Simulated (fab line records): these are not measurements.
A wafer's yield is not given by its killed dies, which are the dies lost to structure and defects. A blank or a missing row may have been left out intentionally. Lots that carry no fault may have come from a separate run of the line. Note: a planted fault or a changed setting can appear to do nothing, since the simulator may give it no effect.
One fault through the eyes of 3 desks || flow n5Finfet || every desk sees just its own numbers, and what lay behind them comes last

THE DEFECT DESK
Per lot, the means of the sampled wafers with a number show what the inspections along the route counted. The brackets show how far a lot's mean lies from the usual mean; more than 4 standard deviations puts the lot out of limits, marked OUT.
Columns: A = rawDefectCount at N5_BEOL_M13_INSPECT_30, usual 1.9
{"lot": "L584", "first seen here": "day 10 08:55", "A": 2.0}
{"lot": "L586", "first seen here": "day 11 07:25", "A": 1.0}
{"lot": "L591", "first seen here": "day 12 13:16", "A": 2.7}
{"lot": "L595", "first seen here": "day 13 06:42", "A": 0.7}
{"lot": "L593", "first seen here": "day 13 14:26", "A": 1.3}
{"lot": "L597", "first seen here": "day 14 04:43", "A": 0.7}
{"lot": "L602", "first seen here": "day 15 08:37", "A": "8.0 (+4.7) OUT"}
{"lot": "L604", "first seen here": "day 15 16:10", "A": 1.7}
{"lot": "L606", "first seen here": "day 16 12:23", "A": 2.7}
{"lot": "L607", "first seen here": "day 16 12:53", "A": 1.0}
Finding of this desk: L602 out of limits; the first was L602 at day 15 08:37, on rawDefectCount at N5_BEOL_M13_INSPECT_30. In limits: L584, L586, L591, L595, L593, L597, L604, L606, L607.

THE TOOL OWNER'S DESK: rieDiel-05
The tool's own readings at N5_BEOL_M13_VIA_ETCH_16 (etches SiOC in C4F8/O2/Ar, target depth 921.7 nm): means of the sampled wafers that have a number, for each lot that ran on this tool. The brackets show how far a lot's mean lies from the usual mean; more than 4 standard deviations puts the lot out of limits, marked OUT.
Columns: A = drypumpMotorCurrentA at N5_BEOL_M13_VIA_ETCH_16, usual 5.69 A; B = oesProductAu at N5_BEOL_M13_VIA_ETCH_16, usual 0.75 a.u.; C = rfFwdPowerW at N5_BEOL_M13_VIA_ETCH_16, usual 2991 W; D = rfVppV at N5_BEOL_M13_VIA_ETCH_16, usual 666.2 V; E = showerheadPlenumPTorr at N5_BEOL_M13_VIA_ETCH_16, usual 3.46 Torr; F = throttleValvePct at N5_BEOL_M13_VIA_ETCH_16, usual 24.05 %
{"lot": "L584", "first seen here": "day 10 07:58", "A": 5.49, "B": 0.75, "C": 2989, "D": 666.9, "E": 3.51, "F": 23.94}
{"lot": "L593", "first seen here": "day 13 13:29", "A": 5.69, "B": 0.77, "C": 2994, "D": 667.5, "E": 3.49, "F": 23.98}
{"lot": "L597", "first seen here": "day 14 03:54", "A": 5.42, "B": 0.71, "C": 2989, "D": 666.8, "E": 3.48, "F": 24.09}
{"lot": "L602", "first seen here": "day 15 07:47", "A": 5.47, "B": 0.80, "C": 2999, "D": 666.8, "E": 3.46, "F": 23.88}
Result from this desk: across the 4 lots, nothing is out of limits.

FROM THE METROLOGY DESK
What the gauges read for every lot (on any tool): the sampled wafers with a number, averaged. The brackets show how far a lot's mean lies from the usual mean; more than 4 standard deviations puts the lot out of limits, marked OUT.
Columns: A = V12_OVL at N5_BEOL_M13_OVL_MEAS_11, usual -5 nm
{"lot": "L584", "first seen here": "day 10 07:49", "A": -5}
{"lot": "L586", "first seen here": "day 11 06:22", "A": -8}
{"lot": "L591", "first seen here": "day 12 11:50", "A": -2}
{"lot": "L595", "first seen here": "day 13 05:36", "A": -6}
{"lot": "L593", "first seen here": "day 13 13:20", "A": -8}
{"lot": "L597", "first seen here": "day 14 03:31", "A": -6}
{"lot": "L602", "first seen here": "day 15 07:39", "A": -4}
{"lot": "L604", "first seen here": "day 15 15:11", "A": -7}
{"lot": "L606", "first seen here": "day 16 11:25", "A": -2}
{"lot": "L607", "first seen here": "day 16 11:47", "A": 0}
Result from this desk: across the 10 lots, nothing is out of limits.

BROUGHT TOGETHER
The defect desk could have raised an alarm at day 15 08:37, on L602.
The tool owner's desk saw nothing out of limits.
At the metrology desk, nothing out of limits was observed.
The tool owner's desk has L602 on record, within its limits.
The metrology desk holds a record of L602, inside its limits.
N5_BEOL_M13_VIA_ETCH_16 was run on rieDiel-05 by each of the lots named.

WHAT WAS PUT IN BY THE SIMULATOR
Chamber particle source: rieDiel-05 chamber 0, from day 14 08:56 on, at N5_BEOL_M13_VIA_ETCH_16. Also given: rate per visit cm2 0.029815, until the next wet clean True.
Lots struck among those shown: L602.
Hours from the fault's start to each desk's first reading out of limits: the defect desk, 24.
